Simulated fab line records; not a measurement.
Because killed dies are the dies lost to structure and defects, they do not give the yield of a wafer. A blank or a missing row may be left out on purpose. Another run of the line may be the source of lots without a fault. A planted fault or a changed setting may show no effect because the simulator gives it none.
Split-lot experiment	flow n5_finfet	21 wafers read from 7 lots, route of 1938 steps

## THE SPLIT ITSELF
At N5_MOL_CONTACT_COAG_ALD_131 (deposits SiO2, target thk 5 nm, pulse time 1 s, co reactant pulse time 1 s), the setting ald_cycles was moved away from the recipe's 35 on 8 of the 21 wafers read, by -14.3% to +14.3%. This setting was run at the recipe's value on the other wafers.

The reading is taken at the split's own step.

## THE READING
SiO2_of_MOL_CONTACT_COAG_ALD_131.thk_nm (the simulator's own value, which no gauge read), in nm, at N5_MOL_CONTACT_COAG_ALD_131 (deposits SiO2, target thk 5 nm, pulse time 1 s, co reactant pulse time 1 s). The file gives no usual value for it.

wafer	tool, chamber at the split	ald_cycles as run	against the recipe	SiO2_of_MOL_CONTACT_COAG_ALD_131.thk_nm, nm	against lot-mates on the recipe
L075.1	ald_sin-02, 3,2	35	recipe	5	-
L075.6	ald_sin-02, 3,2	35	recipe	5	-
L075.5	ald_sin-02, 3	40	+14.3%	5.8	+0.8
L081.1	ald_sin-03, 3	33	-5.7%	4.8	-0.2
L081.5	ald_sin-03, 3	33	-5.7%	4.8	-0.2
L081.6	ald_sin-03, 2	35	recipe	5	-
L080.1	ald_sin-02, 0,2,3	35	recipe	5	-
L080.3	ald_sin-02, 0,2,3	35	recipe	5	-
L080.4	ald_sin-02, 0,2,3	35	recipe	5	-
L083.2	ald_sin-03, 3,2	39	+11.4%	5.6	+0.6
L083.3	ald_sin-03, 3,2	39	+11.4%	5.6	+0.6
L083.5	ald_sin-03, 0	35	recipe	5	-
L085.1	ald_sin-02, 2,0	40	+14.3%	5.8	+0.8
L085.3	ald_sin-02, 2,0	40	+14.3%	5.8	+0.8
L085.6	ald_sin-02, 1	35	recipe	5	-
L088.1	ald_sin-02, 2,1,3	35	recipe	5	-
L088.2	ald_sin-02, 2,1,3	35	recipe	5	-
L088.3	ald_sin-02, 2,1,3	35	recipe	5	-
L097.1	ald_sin-02, 2,0	35	recipe	5	-
L097.6	ald_sin-02, 2,0	35	recipe	5	-
L097.5	ald_sin-02, 1	30	-14.3%	4.2	-0.8
When a row names more than one chamber, that row covers several wafers, and the file does not tell which wafer ran in which chamber.

THE FIT
A straight line over all 21 wafers: SiO2_of_MOL_CONTACT_COAG_ALD_131.thk_nm changes by +0.0536 nm for each +1% of ald_cycles; r = +1.00; the points scatter about the line by 0.036 nm.
The same after taking each lot's own level away (the mean of its wafers on the recipe; 21 wafers): +0.0536 nm for each +1%; r = +1.00; scatter 0.036 nm.
According to that fit, moving ald_cycles by its largest amount changes the reading by 0.77 nm.
The lots' own levels span 5.00 to 5.00 nm.
The two slopes are in agreement: the lot-to-lot level therefore moves the slope only a little.
Check: for one of the wafers moved furthest among these (-14.3%), held out of the fit, the line's prediction against its lot-mates is -0.734 nm. Against them it came out at -0.8 nm.

## THE OTHER SPLITS THESE WAFERS WENT THROUGH
Other splits were also applied to these wafers ahead of the reading. Each is held against what the fit with the lots' levels taken away leaves over:
other split on the same wafers	wafers away from the commonest value	r with SiO2_of_MOL_CONTACT_COAG_ALD_131.thk_nm (lot level and that fit taken away)
N5_HKMG_FIN_COAT_06 spin_rpm	6	-0.01
N5_HKMG_FIN_EXPOSE_09 dose_mj	7	-0.07
N5_GATE_CUT_DESCUM_18 time_s	5	-0.15
N5_GATE_CUT_ETCH_36 cf4_flow_sccm	9	+0.07
N5_MOL_CONTACT_COAG_ALD_27 time_s	8	-0.16
N5_MOL_CONTACT_COAG_PECVD_31 temp_c	6	-0.63

## FILE'S OWN FIT
SiO2_of_MOL_CONTACT_COAG_ALD_131.thk_nm changes by +0.0545 nm for each +1% of ald_cycles, r = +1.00.
